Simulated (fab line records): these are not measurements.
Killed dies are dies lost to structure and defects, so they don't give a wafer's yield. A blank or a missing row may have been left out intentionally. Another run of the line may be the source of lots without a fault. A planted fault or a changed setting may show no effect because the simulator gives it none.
The tool behind it: which one?    flow n5Finfet    Sampling: 22 lots, 66 wafers, 6 of 1938 route steps

WHAT THE GAUGES READ, wafer by wafer
No reading from a measuring or inspecting step in the record can be judged against a usual standard deviation.

WHICH TOOL RAN EACH LOT (tool, then ch and the chambers of the sampled wafers, then the start)
lot   N5_MOL_CONTACT_COAG_STRIP_49         N5_MOL_CONTACT_COAG_CMP_52     N5_BEOL_M0_SAQP_PECVD_00         N5_BEOL_M0_SAQP_ETCH_107           N5_BEOL_M0_STRIP_140               N5_BEOL_M0_TRENCH_ETCH_107
L074  plasmaAsher-02 ch 1, day 5 09:14     cmp-02 ch 0,1,3, day 5 10:00   pecvd-02 ch 0,1,2, day 5 13:37   rieDiel-02 ch 0,2, day 5 17:34     rieDiel-01 ch 0,2, day 5 22:14     rieDiel-05 ch 0,1,3, day 5 22:25
L075  plasmaAsher-02 ch 0,1, day 5 18:07   cmp-03 ch 1,2,3, day 5 18:44   pecvd-02 ch 0,1,2, day 5 22:25   rieDiel-04 ch 0,2,3, day 6 02:34   rieDiel-01 ch 2,3, day 6 07:41     rieDiel-01 ch 0,2, day 6 07:52
L076  plasmaAsher-02 ch 0,1, day 6 06:04   cmp-03 ch 0,2,3, day 6 06:42   pecvd-03 ch 0,1,2, day 6 10:23   rieDiel-02 ch 0,1,2, day 6 19:07   rieDiel-05 ch 0,2,3, day 6 23:53   rieDiel-05 ch 2,3, day 7 01:20
L077  plasmaAsher-01 ch 0,1, day 6 10:43   cmp-01 ch 0,2,3, day 6 11:19   pecvd-03 ch 1,2, day 6 15:00     rieDiel-02 ch 1,2,3, day 6 20:45   rieDiel-06 ch 0,1,3, day 7 01:53   rieDiel-01 ch 0,2,3, day 7 02:05
L078  plasmaAsher-02 ch 0,1, day 6 14:55   cmp-03 ch 0,3, day 6 15:31     pecvd-02 ch 0,1,2, day 6 19:11   rieDiel-03 ch 0,3, day 7 00:22     rieDiel-01 ch 0,2, day 7 03:51     rieDiel-01 ch 0,2, day 7 04:03
L080  plasmaAsher-02 ch 0,1, day 6 23:46   cmp-01 ch 0,2,3, day 7 00:23   pecvd-02 ch 0,2, day 7 04:20     rieDiel-03 ch 0,1,3, day 7 08:22   rieDiel-01 ch 0,2,3, day 7 13:02   rieDiel-05 ch 0,1,2, day 7 13:34
L081  plasmaAsher-01 ch 0,1, day 7 00:58   cmp-01 ch 0,2,3, day 7 01:39   pecvd-02 ch 1,2, day 7 07:20     rieDiel-03 ch 0,1,3, day 7 11:15   rieDiel-06 ch 1,2, day 7 16:10     rieDiel-01 ch 1,2, day 7 16:22
L082  plasmaAsher-01 ch 1, day 7 06:17     cmp-03 ch 0,2, day 7 06:53     pecvd-01 ch 1,2, day 7 10:35     rieDiel-04 ch 0,1, day 7 14:20     rieDiel-06 ch 0,1,2, day 7 18:18   rieDiel-05 ch 1,3, day 7 18:29
L083  plasmaAsher-02 ch 0,1, day 7 09:29   cmp-03 ch 0,1,2, day 7 10:05   pecvd-01 ch 0,2, day 7 13:44     rieDiel-02 ch 0,1,3, day 7 17:40   rieDiel-05 ch 0,2,3, day 8 04:07   rieDiel-01 ch 1,3, day 8 04:23
L084  plasmaAsher-01 ch 0,1, day 7 17:40   cmp-03 ch 1,2,3, day 7 18:20   pecvd-02 ch 1,2, day 7 21:58     rieDiel-04 ch 1,3, day 8 04:08     rieDiel-01 ch 1,2, day 8 10:25     rieDiel-06 ch 1,3, day 8 10:58
L086  plasmaAsher-01 ch 0,1, day 8 07:22   cmp-02 ch 1,3, day 8 07:58     pecvd-03 ch 0,1,2, day 8 11:39   rieDiel-04 ch 0,1,2, day 8 16:13   rieDiel-06 ch 1,2, day 8 20:10     rieDiel-01 ch 0,1,3, day 8 20:52
L087  plasmaAsher-02 ch 0,1, day 8 10:56   cmp-02 ch 1,3, day 8 11:35     pecvd-02 ch 1,2, day 8 15:14     rieDiel-02 ch 0,2,3, day 8 19:08   rieDiel-05 ch 1,2, day 9 00:11     rieDiel-06 ch 0,1, day 9 01:16
L088  plasmaAsher-02 ch 0,1, day 8 13:56   cmp-03 ch 1,2,3, day 8 14:37   pecvd-01 ch 1,2, day 8 18:14     rieDiel-03 ch 0,3, day 9 00:19     rieDiel-06 ch 1,2,3, day 9 06:57   rieDiel-06 ch 2,3, day 9 07:08
L089  plasmaAsher-02 ch 0,1, day 9 02:38   cmp-02 ch 0,1,2, day 9 03:14   pecvd-01 ch 1,2, day 9 06:55     rieDiel-04 ch 0,1,3, day 9 11:56   rieDiel-05 ch 0,3, day 9 15:50     rieDiel-05 ch 1,3, day 9 16:06
L090  plasmaAsher-01 ch 0,1, day 9 10:14   cmp-01 ch 0,3, day 9 10:53     pecvd-03 ch 0,1,2, day 9 14:31   rieDiel-04 ch 0,2,3, day 9 19:32   rieDiel-05 ch 0,1,3, day 10 01:01  rieDiel-06 ch 2,3, day 10 01:31
L091  plasmaAsher-02 ch 0,1, day 9 14:15   cmp-01 ch 2,3, day 9 14:50     pecvd-03 ch 0,1,2, day 9 18:31   rieDiel-04 ch 0,1,2, day 9 23:40   rieDiel-06 ch 0,2,3, day 10 05:40  rieDiel-06 ch 0,2,3, day 10 05:51
L092  plasmaAsher-02 ch 0,1, day 9 19:33   cmp-03 ch 0,1,3, day 9 20:11   pecvd-01 ch 1, day 9 23:50       rieDiel-03 ch 1,2,3, day 10 04:26  rieDiel-06 ch 0,2,3, day 10 08:32  rieDiel-06 ch 0,3, day 10 08:43
L093  plasmaAsher-01 ch 0,1, day 10 02:07  cmp-01 ch 1,2,3, day 10 02:47  pecvd-01 ch 0,1, day 10 06:28    rieDiel-03 ch 1,2,3, day 10 10:50  rieDiel-05 ch 0,1,2, day 10 16:53  rieDiel-05 ch 0,1,3, day 10 17:05
L095  plasmaAsher-02 ch 0,1, day 10 14:07  cmp-03 ch 0,1,2, day 10 14:48  pecvd-03 ch 0,1,2, day 10 18:25  rieDiel-03 ch 0,1,3, day 11 01:09  rieDiel-05 ch 2,3, day 11 05:34    rieDiel-06 ch 1,2, day 11 05:47
L094  plasmaAsher-02 ch 0,1, day 10 14:58  cmp-02 ch 0,1, day 10 15:34    pecvd-03 ch 0,1, day 10 21:25    rieDiel-03 ch 1,2, day 11 03:25    rieDiel-01 ch 0,1, day 11 08:20    rieDiel-05 ch 1,2,3, day 11 08:42
L096  plasmaAsher-02 ch 0,1, day 10 18:16  cmp-03 ch 1,2,3, day 10 18:56  pecvd-02 ch 1,2, day 11 00:24    rieDiel-04 ch 0,2,3, day 11 04:28  rieDiel-06 ch 0,2,3, day 11 08:35  rieDiel-01 ch 1,3, day 11 08:50
L097  plasmaAsher-02 ch 0,1, day 10 23:46  cmp-02 ch 0,2,3, day 11 00:26  pecvd-01 ch 0,1, day 11 04:02    rieDiel-03 ch 1,3, day 11 09:06    rieDiel-06 ch 2,3, day 11 13:26    rieDiel-05 ch 0,1,2, day 11 13:38
- N5_MOL_CONTACT_COAG_STRIP_49: strips in N2/H2, time 30 s.
- N5_MOL_CONTACT_COAG_CMP_52: polishes, stops on SiO2, t overpolish 1.5 s, target thk 66.5 nm.
- N5_BEOL_M0_SAQP_PECVD_00: deposits SiCN from 3MS/NH3, target thk 8 nm, time 14 s.
- N5_BEOL_M0_SAQP_ETCH_107: etches SiNx in CH3F/O2, target depth 30 nm.
- N5_BEOL_M0_STRIP_140: strips in CF4.
- N5_BEOL_M0_TRENCH_ETCH_107: etches SiOC in C4F6/O2, target depth 32.8 nm, time 16.4 s.

AS READ BY THE TOOLS THEMSELVES (means over the sampled wafers that have a number; for cases with no such wafer, the mark the record gives instead)
N5_MOL_CONTACT_COAG_STRIP_49. Usual: drypumpMotorCurrentA 5.62 A, standard deviation 0.29; h2FlowSccm 3249 sccm, standard deviation 8.8; heaterPowerW 344 W, standard deviation 37.
lot   tool            drypumpMotorCurrentA (A)  h2FlowSccm (sccm)  heaterPowerW (W)  flag
L074  plasmaAsher-02  5.86                      3259               348               
L075  plasmaAsher-02  5.57                      3247               316               
L076  plasmaAsher-02  5.57                      3247               317               
L077  plasmaAsher-01  5.72                      3242               368               
L078  plasmaAsher-02  5.58                      3244               318               
L080  plasmaAsher-02  5.57                      3248               320               
L081  plasmaAsher-01  5.46                      3242               386               
L082  plasmaAsher-01  5.97                      3247               334               
L083  plasmaAsher-02  5.57                      3257               317               
L084  plasmaAsher-01  5.46                      3247               387               
L086  plasmaAsher-01  5.71                      3254               361               
L087  plasmaAsher-02  5.57                      3250               320               
L088  plasmaAsher-02  5.57                      3254               325               
L089  plasmaAsher-02  5.57                      3243               316               
L090  plasmaAsher-01  5.71                      3244               365               
L091  plasmaAsher-02  5.71                      3251               330               
L092  plasmaAsher-02  5.57                      3243               322               
L093  plasmaAsher-01  5.46                      3253               392               
L095  plasmaAsher-02  5.72                      3252               340               
L094  plasmaAsher-02  5.57                      3254               315               
L096  plasmaAsher-02  5.72                      3252               331               
L097  plasmaAsher-02  5.57                      3244               320               

N5_MOL_CONTACT_COAG_CMP_52. Usual: motorCurrentA 12.4 A, standard deviation 1.1; overpolishRunS 1.499 s, standard deviation 0.009; timeToEndpointS 13 s, standard deviation 3.1.
lot   tool    motorCurrentA (A)  overpolishRunS (s)  timeToEndpointS (s)  flag
L074  cmp-02  12.2               1.507               11                   
L075  cmp-03  12.1               1.492               9                    
L076  cmp-03  12.8               1.495               10                   
L077  cmp-01  11.7               1.502               16                   
L078  cmp-03  13.3               1.498               9                    
L080  cmp-01  11.1               1.496               16                   
L081  cmp-01  11.4               1.503               15                   
L082  cmp-03  13.0               1.504               13                   
L083  cmp-03  13.0               1.504               10                   
L084  cmp-03  12.0               1.492               9                    
L086  cmp-02  11.9               1.499               14                   
L087  cmp-02  11.8               1.499               16                   
L088  cmp-03  12.5               1.506               13                   
L089  cmp-02  13.1               1.492               9                    
L090  cmp-01  11.6               1.508               15                   
L091  cmp-01  11.2               1.498               13                   
L092  cmp-03  12.8               1.503               11                   
L093  cmp-01  11.2               1.505               14                   
L095  cmp-03  13.1               1.506               13                   
L094  cmp-02  12.7               1.503               14                   
L096  cmp-03  12.3               1.506               12                   
L097  cmp-02  13.5               1.502               16                   

N5_BEOL_M0_SAQP_PECVD_00. Usual: showerheadPlenumPTorr 3.664 Torr, standard deviation 0.013; showerheadVppV 896 V, standard deviation 35; throttleValvePct 9.0 %, standard deviation 0.4.
lot   tool      showerheadPlenumPTorr (Torr)  showerheadVppV (V)  throttleValvePct (%)  flag
L074  pecvd-02  3.676                         892                 8.8                   
L075  pecvd-02  3.665                         896                 8.9                   
L076  pecvd-03  3.663                         901                 9.1                   
L077  pecvd-03  3.683                         916                 8.5                   
L078  pecvd-02  3.671                         906                 8.7                   
L080  pecvd-02  3.667                         870                 8.6                   
L081  pecvd-02  3.669                         860                 8.7                   
L082  pecvd-01  3.655                         904                 8.8                   
L083  pecvd-01  3.665                         894                 8.9                   
L084  pecvd-02  3.673                         886                 8.9                   
L086  pecvd-03  3.665                         899                 9.1                   
L087  pecvd-02  3.666                         859                 8.8                   
L088  pecvd-01  3.662                         895                 8.7                   
L089  pecvd-01  3.656                         903                 8.8                   
L090  pecvd-03  3.672                         892                 8.9                   
L091  pecvd-03  3.661                         890                 9.1                   
L092  pecvd-01  3.641                         899                 8.9                   
L093  pecvd-01  3.657                         900                 9.1                   
L095  pecvd-03  3.668                         895                 9.0                   
L094  pecvd-03  3.665                         887                 9.1                   
L096  pecvd-02  3.671                         892                 9.0                   
L097  pecvd-01  3.651                         896                 9.0                   

N5_BEOL_M0_SAQP_ETCH_107. Usual: biasW 73.02 W, standard deviation 0.2; drypumpMotorCurrentA 5.8 A, standard deviation 0.44; oesProductAu 0.79 a.u., standard deviation 0.088; rfVppV 297 V, standard deviation 6.4; showerheadPlenumPTorr 2.04 Torr, standard deviation 0.062; throttleValvePct 16.4 %, standard deviation 0.32.
lot   tool        biasW (W)  drypumpMotorCurrentA (A)  oesProductAu (a.u.)  rfVppV (V)  showerheadPlenumPTorr (Torr)  throttleValvePct (%)  flag
L074  rieDiel-02  73.00      6.1                       0.89                 303         2.03                          16.1                  
L075  rieDiel-04  73.08      5.7                       0.74                 301         2.04                          16.5                  
L076  rieDiel-02  73.10      5.7                       0.84                 300         2.02                          16.1                  
L077  rieDiel-02  73.21      6.2                       0.92                 299         2.07                          16.0                  
L078  rieDiel-03  73.17      5.8                       0.82                 292         2.05                          16.3                  
L080  rieDiel-03  73.01      5.8                       0.80                 289         2.01                          16.3                  
L081  rieDiel-03  72.79      5.8                       0.80                 290         2.01                          16.3                  
L082  rieDiel-04  72.93      6.1                       0.74                 303         2.05                          16.3                  
L083  rieDiel-02  73.09      5.7                       0.83                 298         2.04                          16.3                  
L084  rieDiel-04  73.16      6.1                       0.73                 302         2.06                          16.1                  
L086  rieDiel-04  72.83      5.9                       0.73                 304         2.05                          16.5                  
L087  rieDiel-02  73.03      6.1                       0.84                 302         2.05                          16.2                  
L088  rieDiel-03  72.84      5.8                       0.79                 293         2.04                          16.3                  
L089  rieDiel-04  72.85      5.9                       0.81                 300         2.03                          16.2                  
L090  rieDiel-04  73.25      5.7                       0.82                 299         2.04                          16.4                  
L091  rieDiel-04  72.94      5.9                       0.72                 303         2.04                          16.5                  
L092  rieDiel-03  73.03      5.5                       0.79                 289         2.01                          16.4                  
L093  rieDiel-03  73.17      5.5                       0.79                 288         2.01                          16.4                  
L095  rieDiel-03  72.98      5.9                       0.78                 290         2.01                          16.3                  
L094  rieDiel-03  72.81      5.3                       0.76                 290         1.97                          16.5                  
L096  rieDiel-04  73.15      5.7                       0.81                 300         2.03                          16.4                  
L097  rieDiel-03  73.00      5.8                       0.81                 287         2.05                          16.3                  

N5_BEOL_M0_STRIP_140. Usual: drypumpMotorCurrentA 5.7 A, standard deviation 0.41; oesProductAu 0.75 a.u., standard deviation 0.072; rfVppV 271.1 V, standard deviation 2.2; showerheadPlenumPTorr 1.79 Torr, standard deviation 0.074; throttleValvePct 13.69 %, standard deviation 0.18.
lot   tool        drypumpMotorCurrentA (A)  oesProductAu (a.u.)  rfVppV (V)  showerheadPlenumPTorr (Torr)  throttleValvePct (%)  flag
L074  rieDiel-01  6.1                       0.74                 272.6       1.83                          13.52                 
L075  rieDiel-01  6.0                       0.70                 272.1       1.82                          13.60                 
L076  rieDiel-05  5.3                       0.72                 269.1       1.72                          13.69                 
L077  rieDiel-06  5.8                       0.76                 272.2       1.84                          13.72                 
L078  rieDiel-01  5.7                       0.76                 272.4       1.82                          13.39                 
L080  rieDiel-01  5.7                       0.73                 270.3       1.81                          13.53                 
L081  rieDiel-06  5.7                       0.71                 271.0       1.77                          13.90                 
L082  rieDiel-06  5.8                       0.73                 271.8       1.79                          13.75                 
L083  rieDiel-05  5.3                       0.72                 268.1       1.71                          13.73                 
L084  rieDiel-01  6.2                       0.70                 270.9       1.81                          13.86                 
L086  rieDiel-06  5.6                       0.70                 269.5       1.76                          13.92                 
L087  rieDiel-05  5.8                       0.77                 270.1       1.76                          13.65                 
L088  rieDiel-06  5.7                       0.73                 270.9       1.79                          13.82                 
L089  rieDiel-05  5.2                       0.72                 268.9       1.74                          13.75                 
L090  rieDiel-05  5.7                       0.78                 270.2       1.78                          13.70                 
L091  rieDiel-06  5.8                       0.73                 272.4       1.81                          13.68                 
L092  rieDiel-06  5.8                       0.73                 270.5       1.81                          13.69                 
L093  rieDiel-05  5.8                       0.87                 272.5       1.82                          13.53                 
L095  rieDiel-05  5.4                       0.85                 272.9       1.86                          13.34                 
L094  rieDiel-01  5.9                       0.71                 270.1       1.79                          13.82                 
L096  rieDiel-06  5.8                       0.73                 272.6       1.81                          13.73                 
L097  rieDiel-06  5.6                       0.70                 272.1       1.76                          13.77                 

N5_BEOL_M0_TRENCH_ETCH_107. Usual: biasW 185.0 W, standard deviation 0.52; drypumpMotorCurrentA 5.7 A, standard deviation 0.45; oesProductAu 0.75 a.u., standard deviation 0.082; rfVppV 664 V, standard deviation 11; showerheadPlenumPTorr 2.85 Torr, standard deviation 0.12; throttleValvePct 20.92 %, standard deviation 0.15.
lot   tool        biasW (W)  drypumpMotorCurrentA (A)  oesProductAu (a.u.)  rfVppV (V)  showerheadPlenumPTorr (Torr)  throttleValvePct (%)  flag
L074  rieDiel-05  185.0      5.7                       0.73                 652         2.74                          21.12                 
L075  rieDiel-01  184.6      6.1                       0.74                 665         2.91                          20.73                 
L076  rieDiel-05  184.8      5.3                       0.72                 659         2.80                          20.95                 
L077  rieDiel-01  184.8      5.7                       0.74                 666         2.88                          20.75                 
L078  rieDiel-01  185.2      6.0                       0.73                 664         2.91                          20.74                 
L080  rieDiel-05  185.2      5.8                       0.81                 664         2.80                          21.02                 
L081  rieDiel-01  184.9      6.2                       0.70                 653         2.85                          20.94                 
L082  rieDiel-05  185.0      6.1                       0.91                 657         2.98                          20.99                 
L083  rieDiel-01  185.4      5.6                       0.71                 663         2.83                          20.93                 
L084  rieDiel-06  185.0      5.7                       0.77                 675         2.92                          21.04                 
L086  rieDiel-01  184.9      5.6                       0.74                 659         2.84                          20.86                 
L087  rieDiel-06  184.8      5.9                       0.74                 662         2.91                          20.98                 
L088  rieDiel-06  185.3      5.7                       0.76                 676         2.88                          20.89                 
L089  rieDiel-05  185.0      5.6                       0.79                 653         2.90                          21.01                 
L090  rieDiel-06  184.7      5.7                       0.75                 676         2.87                          20.91                 
L091  rieDiel-06  185.2      5.7                       0.74                 670         2.87                          20.87                 
L092  rieDiel-06  184.9      5.9                       0.76                 673         2.96                          20.91                 
L093  rieDiel-05  185.0      5.7                       0.79                 655         2.83                          21.07                 
L095  rieDiel-06  185.0      5.7                       0.86                 667         2.77                          20.86                 
L094  rieDiel-05  184.7      5.7                       0.85                 667         2.97                          20.90                 
L096  rieDiel-01  184.9      5.6                       0.69                 662         2.81                          20.97                 
L097  rieDiel-05  185.1      5.8                       0.86                 668         2.90                          20.94                 

THE ANSWER, worked out from the rows above alone
Rule: take the mean of a lot's wafers that have a number; if it is more than 3 standard deviations from the usual mean, the lot is off. A lot without any number at a reading at which 4 lots or more have one is off too. The other lots that the step has rows for count as sound. After the gauges, taken in route order, come the tools' own readings; for these a lot's mean is taken, as printed above. The first step at which some lot is off is used, and at that step the reading that is off furthest; a lot without a number counts as furthest.
None of the lots is off at any reading shown; this tells nothing.

WHAT THE SIMULATOR PUT IN
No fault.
